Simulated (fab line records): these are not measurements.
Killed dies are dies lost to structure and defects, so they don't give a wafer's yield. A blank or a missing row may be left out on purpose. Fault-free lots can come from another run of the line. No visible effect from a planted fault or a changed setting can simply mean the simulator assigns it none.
What tool caused it? || flow n5Finfet || 12 lots, 36 wafers sampled, at 4 steps of a route of 1938

## WHAT THE GAUGES READ, wafer by wafer
N5_BEOL_M8_OVL_MEAS_12. Usual: M8_OVL typically reads 0.1 nm, with standard deviation 0.71.
{"lot": "L622", "measured": "day 10 10:04", "on": "overlay-02", "M8_OVL (nm)": "0.0 0.3 0.5", "flag": ""}
{"lot": "L623", "measured": "day 11 07:40", "on": "overlay-02", "M8_OVL (nm)": "-0.2 -0.3 0.3", "flag": ""}
{"lot": "L624", "measured": "day 11 08:03", "on": "overlay-01", "M8_OVL (nm)": "-0.5 0.1 0.7", "flag": ""}
{"lot": "L628", "measured": "day 12 02:16", "on": "overlay-02", "M8_OVL (nm)": "0.7 0.5 0.0", "flag": ""}
{"lot": "L630", "measured": "day 13 03:38", "on": "overlay-02", "M8_OVL (nm)": "0.0 0.6 0.2", "flag": ""}
{"lot": "L631", "measured": "day 13 08:32", "on": "overlay-01", "M8_OVL (nm)": "-0.1 0.5 0.3", "flag": ""}
{"lot": "L632", "measured": "day 14 03:56", "on": "overlay-02", "M8_OVL (nm)": "0.5 -0.4 -0.9", "flag": ""}
{"lot": "L633", "measured": "day 14 07:41", "on": "overlay-01", "M8_OVL (nm)": "-1.3 -0.6 -1.5", "flag": ""}
{"lot": "L635", "measured": "day 15 05:01", "on": "overlay-02", "M8_OVL (nm)": "-0.1 -0.9 -0.5", "flag": ""}
{"lot": "L639", "measured": "day 16 15:53", "on": "overlay-01", "M8_OVL (nm)": "0.9 -0.2 0.6", "flag": ""}
{"lot": "L638", "measured": "day 16 20:35", "on": "overlay-01", "M8_OVL (nm)": "1.0 0.4 0.4", "flag": ""}
{"lot": "L643", "measured": "day 17 18:44", "on": "overlay-01", "M8_OVL (nm)": "0.0 -0.4 0.3", "flag": ""}

N5_BEOL_M8_CD_MEAS_28: the cd target is 40 nm. Usual: cdNm at 39.97 nm, with a standard deviation of 0.23.
{"lot": "L622", "measured": "day 10 13:01", "on": "cdSem-03", "cdNm (nm)": "40.18 40.15 40.07", "flag": ""}
{"lot": "L623", "measured": "day 11 20:25", "on": "cdSem-03", "cdNm (nm)": "40.06 39.88 40.42", "flag": ""}
{"lot": "L624", "measured": "day 11 17:56", "on": "cdSem-03", "cdNm (nm)": "39.93 39.72 40.03", "flag": ""}
{"lot": "L628", "measured": "day 12 04:26", "on": "cdSem-01", "cdNm (nm)": "40.04 40.08 40.23", "flag": ""}
{"lot": "L630", "measured": "day 13 07:44", "on": "cdSem-01", "cdNm (nm)": "39.52 39.81 39.99", "flag": ""}
{"lot": "L631", "measured": "day 13 09:38", "on": "cdSem-03", "cdNm (nm)": "39.74 39.99 40.05", "flag": ""}
{"lot": "L632", "measured": "day 14 05:38", "on": "cdSem-02", "cdNm (nm)": "40.14 40.06 40.15", "flag": ""}
{"lot": "L633", "measured": "day 14 09:50", "on": "cdSem-03", "cdNm (nm)": "39.76 39.84 40.16", "flag": ""}
{"lot": "L635", "measured": "day 15 07:09", "on": "cdSem-03", "cdNm (nm)": "39.88 39.93 39.92", "flag": ""}
{"lot": "L639", "measured": "day 16 19:17", "on": "cdSem-01", "cdNm (nm)": "39.85 39.66 39.27", "flag": ""}
{"lot": "L638", "measured": "day 16 21:27", "on": "cdSem-01", "cdNm (nm)": "39.72 39.77 40.22", "flag": ""}
{"lot": "L643", "measured": "day 17 20:02", "on": "cdSem-03", "cdNm (nm)": "39.86 39.85 40.04", "flag": ""}

## EACH LOT AND THE TOOL THAT RAN IT (in order: tool; ch and the chambers of the sampled wafers; start)
{"lot": "L622", "N5_BEOL_M8_ETCH_62": "rieDiel-03 ch 0,3, day 10 10:13", "N5_BEOL_M8_COAT_71": "lithoTrack-05 ch 0, day 10 12:37"}
{"lot": "L623", "N5_BEOL_M8_ETCH_62": "rieDiel-06 ch 0,3, day 11 08:19", "N5_BEOL_M8_COAT_71": "lithoTrack-04 ch 0, day 11 20:02"}
{"lot": "L624", "N5_BEOL_M8_ETCH_62": "rieDiel-03 ch 0,3, day 11 08:35", "N5_BEOL_M8_COAT_71": "lithoTrack-01 ch 0, day 11 17:32"}
{"lot": "L628", "N5_BEOL_M8_ETCH_62": "rieDiel-05 ch 0,1,2, day 12 02:51", "N5_BEOL_M8_COAT_71": "lithoTrack-04 ch 0, day 12 04:10"}
{"lot": "L630", "N5_BEOL_M8_ETCH_62": "rieDiel-06 ch 0,1, day 13 03:52", "N5_BEOL_M8_COAT_71": "lithoTrack-04 ch 0, day 13 07:20"}
{"lot": "L631", "N5_BEOL_M8_ETCH_62": "rieDiel-03 ch 2,3, day 13 08:44", "N5_BEOL_M8_COAT_71": "lithoTrack-01 ch 0, day 13 09:22"}
{"lot": "L632", "N5_BEOL_M8_ETCH_62": "rieDiel-05 ch 1,2, day 14 04:41", "N5_BEOL_M8_COAT_71": "lithoTrack-05 ch 0, day 14 05:15"}
{"lot": "L633", "N5_BEOL_M8_ETCH_62": "rieDiel-06 ch 0,1, day 14 07:50", "N5_BEOL_M8_COAT_71": "lithoTrack-01 ch 0, day 14 09:34"}
{"lot": "L635", "N5_BEOL_M8_ETCH_62": "rieDiel-06 ch 0,1,2, day 15 05:10", "N5_BEOL_M8_COAT_71": "lithoTrack-01 ch 0, day 15 06:46"}
{"lot": "L639", "N5_BEOL_M8_ETCH_62": "rieDiel-03 ch 2,3, day 16 16:02", "N5_BEOL_M8_COAT_71": "lithoTrack-01 ch 0, day 16 18:53"}
{"lot": "L638", "N5_BEOL_M8_ETCH_62": "rieDiel-06 ch 0,1,3, day 16 20:44", "N5_BEOL_M8_COAT_71": "lithoTrack-05 ch 0, day 16 21:08"}
{"lot": "L643", "N5_BEOL_M8_ETCH_62": "rieDiel-06 ch 1,2, day 17 19:17", "N5_BEOL_M8_COAT_71": "lithoTrack-05 ch 0, day 17 19:46"}
- N5_BEOL_M8_ETCH_62: etches SOC in N2/H2, target depth 110 nm, overetch 22 nm, time 165 s.
- N5_BEOL_M8_COAT_71: time 60 s, resist thk 5 nm.

## WHAT THE TOOLS THEMSELVES READ (means of the sampled wafers that have a number; where no wafer has one, the mark that the record gives instead)
N5_BEOL_M8_ETCH_62. Usual: drypumpMotorCurrentA is 5.50 A with standard deviation 0.21, h2FlowSccm is 200.1 sccm with standard deviation 0.59, oesProductAu is 0.65 a.u. with standard deviation 0.063, rfVppV is 523.3 V with standard deviation 2.7, showerheadPlenumPTorr is 2.52 Torr with standard deviation 0.09, tempC is 39.99 C with standard deviation 0.14, and throttleValvePct is 17.85 % with standard deviation 0.2.
{"lot": "L622", "tool": "rieDiel-03", "drypumpMotorCurrentA (A)": 5.41, "h2FlowSccm (sccm)": 200.0, "oesProductAu (a.u.)": 0.65, "rfVppV (V)": 524.3, "showerheadPlenumPTorr (Torr)": 2.55, "tempC (C)": 39.96, "throttleValvePct (%)": 17.85, "flag": ""}
{"lot": "L623", "tool": "rieDiel-06", "drypumpMotorCurrentA (A)": 5.46, "h2FlowSccm (sccm)": 201.0, "oesProductAu (a.u.)": 0.63, "rfVppV (V)": 521.4, "showerheadPlenumPTorr (Torr)": 2.46, "tempC (C)": 39.99, "throttleValvePct (%)": 18.00, "flag": ""}
{"lot": "L624", "tool": "rieDiel-03", "drypumpMotorCurrentA (A)": 5.39, "h2FlowSccm (sccm)": 200.0, "oesProductAu (a.u.)": 0.64, "rfVppV (V)": 523.6, "showerheadPlenumPTorr (Torr)": 2.54, "tempC (C)": 39.94, "throttleValvePct (%)": 17.86, "flag": ""}
{"lot": "L628", "tool": "rieDiel-05", "drypumpMotorCurrentA (A)": 5.52, "h2FlowSccm (sccm)": 199.8, "oesProductAu (a.u.)": 0.66, "rfVppV (V)": 525.6, "showerheadPlenumPTorr (Torr)": 2.58, "tempC (C)": 40.04, "throttleValvePct (%)": 17.88, "flag": ""}
{"lot": "L630", "tool": "rieDiel-06", "drypumpMotorCurrentA (A)": 5.75, "h2FlowSccm (sccm)": 199.6, "oesProductAu (a.u.)": 0.63, "rfVppV (V)": 522.6, "showerheadPlenumPTorr (Torr)": 2.50, "tempC (C)": 39.97, "throttleValvePct (%)": 17.71, "flag": ""}
{"lot": "L631", "tool": "rieDiel-03", "drypumpMotorCurrentA (A)": 5.37, "h2FlowSccm (sccm)": 200.1, "oesProductAu (a.u.)": 0.66, "rfVppV (V)": 522.2, "showerheadPlenumPTorr (Torr)": 2.48, "tempC (C)": 39.87, "throttleValvePct (%)": 17.98, "flag": ""}
{"lot": "L632", "tool": "rieDiel-05", "drypumpMotorCurrentA (A)": 5.79, "h2FlowSccm (sccm)": 200.4, "oesProductAu (a.u.)": 0.64, "rfVppV (V)": 523.4, "showerheadPlenumPTorr (Torr)": 2.53, "tempC (C)": 39.93, "throttleValvePct (%)": 17.77, "flag": ""}
{"lot": "L633", "tool": "rieDiel-06", "drypumpMotorCurrentA (A)": 5.67, "h2FlowSccm (sccm)": 200.0, "oesProductAu (a.u.)": 0.61, "rfVppV (V)": 521.1, "showerheadPlenumPTorr (Torr)": 2.44, "tempC (C)": 39.98, "throttleValvePct (%)": 17.89, "flag": ""}
{"lot": "L635", "tool": "rieDiel-06", "drypumpMotorCurrentA (A)": 5.56, "h2FlowSccm (sccm)": 200.2, "oesProductAu (a.u.)": 0.60, "rfVppV (V)": 521.6, "showerheadPlenumPTorr (Torr)": 2.48, "tempC (C)": 39.95, "throttleValvePct (%)": 17.79, "flag": ""}
{"lot": "L639", "tool": "rieDiel-03", "drypumpMotorCurrentA (A)": 5.39, "h2FlowSccm (sccm)": 200.0, "oesProductAu (a.u.)": 0.64, "rfVppV (V)": 522.6, "showerheadPlenumPTorr (Torr)": 2.47, "tempC (C)": 39.97, "throttleValvePct (%)": 18.03, "flag": ""}
{"lot": "L638", "tool": "rieDiel-06", "drypumpMotorCurrentA (A)": 5.58, "h2FlowSccm (sccm)": 199.7, "oesProductAu (a.u.)": 0.69, "rfVppV (V)": 524.7, "showerheadPlenumPTorr (Torr)": 2.59, "tempC (C)": 40.02, "throttleValvePct (%)": 17.79, "flag": ""}
{"lot": "L643", "tool": "rieDiel-06", "drypumpMotorCurrentA (A)": 5.69, "h2FlowSccm (sccm)": 200.0, "oesProductAu (a.u.)": 0.68, "rfVppV (V)": 522.5, "showerheadPlenumPTorr (Torr)": 2.52, "tempC (C)": 40.16, "throttleValvePct (%)": 17.53, "flag": ""}

N5_BEOL_M8_COAT_71. Usual: resistLineTempC 23.02 C, standard deviation 0.11; spinSpeedRpm 1500.0 rpm, standard deviation 1.1.
{"lot": "L622", "tool": "lithoTrack-05", "resistLineTempC (C)": 23.02, "spinSpeedRpm (rpm)": 1500.8, "flag": ""}
{"lot": "L623", "tool": "lithoTrack-04", "resistLineTempC (C)": 22.87, "spinSpeedRpm (rpm)": 1500.5, "flag": ""}
{"lot": "L624", "tool": "lithoTrack-01", "resistLineTempC (C)": 22.95, "spinSpeedRpm (rpm)": 1500.1, "flag": ""}
{"lot": "L628", "tool": "lithoTrack-04", "resistLineTempC (C)": 23.10, "spinSpeedRpm (rpm)": 1446.4, "flag": "OFF"}
{"lot": "L630", "tool": "lithoTrack-04", "resistLineTempC (C)": 23.15, "spinSpeedRpm (rpm)": 1445.7, "flag": "OFF"}
{"lot": "L631", "tool": "lithoTrack-01", "resistLineTempC (C)": 22.89, "spinSpeedRpm (rpm)": 1500.7, "flag": ""}
{"lot": "L632", "tool": "lithoTrack-05", "resistLineTempC (C)": 22.95, "spinSpeedRpm (rpm)": 1499.5, "flag": ""}
{"lot": "L633", "tool": "lithoTrack-01", "resistLineTempC (C)": 23.08, "spinSpeedRpm (rpm)": 1499.2, "flag": ""}
{"lot": "L635", "tool": "lithoTrack-01", "resistLineTempC (C)": 22.96, "spinSpeedRpm (rpm)": 1500.7, "flag": ""}
{"lot": "L639", "tool": "lithoTrack-01", "resistLineTempC (C)": 22.96, "spinSpeedRpm (rpm)": 1500.3, "flag": ""}
{"lot": "L638", "tool": "lithoTrack-05", "resistLineTempC (C)": 23.10, "spinSpeedRpm (rpm)": 1500.0, "flag": ""}
{"lot": "L643", "tool": "lithoTrack-05", "resistLineTempC (C)": 23.01, "spinSpeedRpm (rpm)": 1499.6, "flag": ""}

## THE ANSWER, worked out from the rows above alone
Rule: a lot counts as off when the mean over its wafers that have a number is more than 3 standard deviations away from the usual mean. Also off: a lot with no number at a reading for which 4 or more lots have one. Where the step has rows for the other lots, those lots are counted as sound. The gauges are gone through in route order, then the tools' own readings, and for those a lot's mean is taken as printed above. At the first step where some lot is off, the reading lying furthest off is the one used; lots without a number count as furthest.
Off at N5_BEOL_M8_COAT_71 (spinSpeedRpm): L628, L630.
A tool fits if, at that step or a process step before it, it ran every lot that is off, and no sound lot after the first of them. One candidate fits, namely lithoTrack-04 at N5_BEOL_M8_COAT_71. A fault onset in the window from L623 (day 11 20:02, its last sound lot) to L628 (day 12 04:10, its first lot off) fits.
The tool's own readings at N5_BEOL_M8_COAT_71 bear it out: on the lots that are off they differ by more than 5 times the standard deviation of the sound lots' means. spinSpeedRpm reads 1446.1 rpm there against 1500.1 rpm on the sound lots.

## WHAT HAD BEEN PUT IN BY THE SIMULATOR
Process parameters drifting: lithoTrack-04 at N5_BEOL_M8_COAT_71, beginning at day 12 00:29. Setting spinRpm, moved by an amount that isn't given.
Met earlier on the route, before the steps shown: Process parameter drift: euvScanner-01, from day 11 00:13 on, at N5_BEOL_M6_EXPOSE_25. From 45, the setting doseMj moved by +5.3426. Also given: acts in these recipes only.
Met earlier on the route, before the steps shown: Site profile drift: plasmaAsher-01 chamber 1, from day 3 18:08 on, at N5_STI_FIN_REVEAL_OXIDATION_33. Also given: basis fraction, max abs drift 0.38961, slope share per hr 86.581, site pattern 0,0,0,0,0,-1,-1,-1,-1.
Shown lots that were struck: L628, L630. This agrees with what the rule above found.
